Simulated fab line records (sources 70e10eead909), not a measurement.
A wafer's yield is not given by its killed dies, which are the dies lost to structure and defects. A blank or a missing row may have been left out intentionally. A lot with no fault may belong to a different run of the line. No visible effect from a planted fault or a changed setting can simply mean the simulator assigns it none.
Struck lot and sound lot, side by side -- flow nandHarc -- 14 out of 1302 route steps
Sound: these wafers, L566.2, L566.4, L566.5. Struck: wafer L580.6. (L580.3, L580.5 of the same lot were not struck and are left out.) The cause comes at the end.
Per side, at each step with rows, come the tool, then ch with its chambers, and then its first start. Under that, the readings that differ: sound wafers -- struck wafers -- difference of the means -- sigmas: that difference in standard deviations of wafers without a fault.
alike: readings whose means differ by less than 2 such deviations, and words and numbers that are the same on both sides. not compared: withheld readings, readings that some wafer has no value for, bounds like >300 that may hide the same value, and numbers for which the record gives no deviation and whose values overlap.
The two part at a step that has a row with sigmas, a row that says differs or no value, or rows on one side only. Numbers that don't overlap but have no deviation are shown without sigmas and don't part them. A reading that every wafer of one side lacks parts them only if that side has two wafers or more.

first, 2 steps without rows for these wafers: NHARC_A_CONTACT_ETCH_134 (etches the open film in C4F8/O2/Ar, time 140 s, target depth 700 nm); NHARC_A_CONTACT_ETCH_135 (etches the open film in C4F8/O2/Ar, time 311 s, target depth 1912 nm).
NHARC_A_CONTACT_ETCH_136: etches the open film in C4F8/O2/Ar, time 311 s, target depth 1912 nm.
  sound on harCapEtch-02 ch 0,1, day 25 17:13; struck on harCapEtch-03 ch 1, day 31 06:50
  not compared: rfHoursCounterH
then, 1 step without rows for these wafers: NHARC_A_CONTACT_ETCH_137 (etches the open film in C4F8/O2/Ar, time 311 s, target depth 1912 nm).
NHARC_A_CONTACT_ETCH_138: etches the open film in C4F8/O2/Ar, time 311 s, target depth 1914 nm.
  sound on harCapEtch-02 ch 0,1, day 25 17:46; struck on harCapEtch-03 ch 1, day 31 07:23
  not compared: rfHoursCounterH
NHARC_A_CONTACT_ETCH_139: etches the open film in C4F8/O2/Ar, time 195 s, target depth 840 nm.
  sound on harCapEtch-02 ch 0,1, day 25 18:02; struck on harCapEtch-03 ch 1, day 31 07:39
  not compared: rfHoursCounterH
NHARC_A_CONTACT_ETCH_92: etches the open film in CH3F/O2, target depth 40 nm, time 85.7 s.
  sound on rieDiel-05 ch 1,3, day 25 18:34; struck on rieDiel-06 ch 1, day 31 08:07
reading,sound,struck,difference,sigmas
oesProductAu (a.u.),1.00 1.00 1.01,0.92,-0.08,-3
throttleValvePct (%),20.652 20.649 20.666,20.677,+0.021,+2
  alike: drypumpMotorCurrentA, rfVppV, showerheadPlenumPTorr
  not compared: rfHoursCounterH
then, 1 step without rows for these wafers: NHARC_A_CONTACT_ETCH_98 (etches the open film in C4F6/O2, target depth 20 nm, time 10 s).
NHARC_A_CONTACT_CD_MEAS_15:
  struck on cdSem-03, day 31 08:18; sound on cdSem-03, day 25 18:48
  alike: cdNm
then, 3 steps without rows for these wafers: NHARC_A_CONTACT_STRIP_107 (strips in N2/H2); NHARC_A_CONTACT_STRIP_108 (strips in CF4/CHF3); NHARC_A_CONTACT_STRIP_109 (strips in O2/COS).
NHARC_A_CONTACT_ETCH_110: etches the open film in CF4/O2, target depth 60 nm, overetch 6 nm, time 33 s.
  sound on rieDiel-06 ch 1,2,3, day 25 19:05; struck on rieDiel-06 ch 0, day 31 08:35
reading,sound,struck,difference,sigmas
oesProductAu (a.u.),1.019 1.012 0.998,0.915,-0.095,-10
  alike: drypumpMotorCurrentA, rfVppV, showerheadPlenumPTorr, throttleValvePct
  not compared: rfHoursCounterH
NHARC_A_CONTACT_STRIP_26: strips in O2.
  sound: rieDiel-06 ch 0,1,2; struck: rieDiel-06 ch 2
reading,sound,struck,difference,sigmas
throttleValvePct (%),17.047 17.045 17.027,17.015,-0.025,-3
  alike: drypumpMotorCurrentA, oesProductAu, rfVppV, showerheadPlenumPTorr
  not compared: rfHoursCounterH

WHERE THEY PART
Last at NHARC_A_CONTACT_STRIP_26 as far as this record goes, first at NHARC_A_CONTACT_ETCH_92.

WHY: the cause the simulator had injected
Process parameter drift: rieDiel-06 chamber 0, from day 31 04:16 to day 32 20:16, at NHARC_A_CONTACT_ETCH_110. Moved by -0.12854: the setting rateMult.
